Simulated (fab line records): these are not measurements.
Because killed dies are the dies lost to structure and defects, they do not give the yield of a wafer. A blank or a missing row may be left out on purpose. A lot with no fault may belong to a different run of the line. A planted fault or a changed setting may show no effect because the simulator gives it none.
Which tool was responsible? || flow n5-finfet || route of 1938 steps, sampled at 1 step: 10 lots, 28 wafers

## WHAT EACH GAUGE READ, for each wafer
N5_FIN_SAQP_CD_MEAS_31: target cd 8 nm.
{"lot": "L302", "measured": "day 2 02:13", "on": "cd-sem-03", "cd-nm (nm)": "7.98 8.30 8.14"}
{"lot": "L304", "measured": "day 2 14:27", "on": "cd-sem-01", "cd-nm (nm)": "8.44 8.01 7.92"}
{"lot": "L305", "measured": "day 2 21:02", "on": "cd-sem-02", "cd-nm (nm)": "7.68 8.67 8.18"}
{"lot": "L311", "measured": "day 4 07:52", "on": "cd-sem-01", "cd-nm (nm)": "7.82 8.07 8.18"}
{"lot": "L312", "measured": "day 4 13:33", "on": "cd-sem-01", "cd-nm (nm)": "7.90 7.89 8.04"}
{"lot": "L313", "measured": "day 4 23:07", "on": "cd-sem-01", "cd-nm (nm)": "8.12 8.17 7.61"}
{"lot": "L315", "measured": "day 5 12:46", "on": "cd-sem-03", "cd-nm (nm)": "8.27 7.96 7.90"}
{"lot": "L316", "measured": "day 5 15:17", "on": "cd-sem-01", "cd-nm (nm)": "7.85 7.56 8.12"}
{"lot": "L317", "measured": "day 6 01:05", "on": "cd-sem-02", "cd-nm (nm)": "8.01 8.16"}
{"lot": "L320", "measured": "day 6 15:14", "on": "cd-sem-02", "cd-nm (nm)": "8.07 8.22"}

## EACH LOT AND THE TOOL THAT RAN IT (in order: tool; ch and the chambers of the sampled wafers; start)
The record holds no process step before these readings.

## THE ANSWER, worked out from the rows above alone
Rule: what is usual is taken from the lots themselves. Put in order of their means at a reading, lots are off if they are a third of the lots or fewer, leave a main group of 4 or more, and stand apart from it by a gap of 3 or more times the standard deviation of the main group's means; of several such gaps the widest counts. A main group whose means are all the same, to the digits that the tables above print for the reading, isn't used. Also off: a lot with no number at a reading for which 4 or more lots have one. Where the step has rows for the other lots, those lots are counted as sound.
Nothing can be told from this: no lot is off at any reading shown.

## WHAT THE SIMULATOR HAD INSERTED
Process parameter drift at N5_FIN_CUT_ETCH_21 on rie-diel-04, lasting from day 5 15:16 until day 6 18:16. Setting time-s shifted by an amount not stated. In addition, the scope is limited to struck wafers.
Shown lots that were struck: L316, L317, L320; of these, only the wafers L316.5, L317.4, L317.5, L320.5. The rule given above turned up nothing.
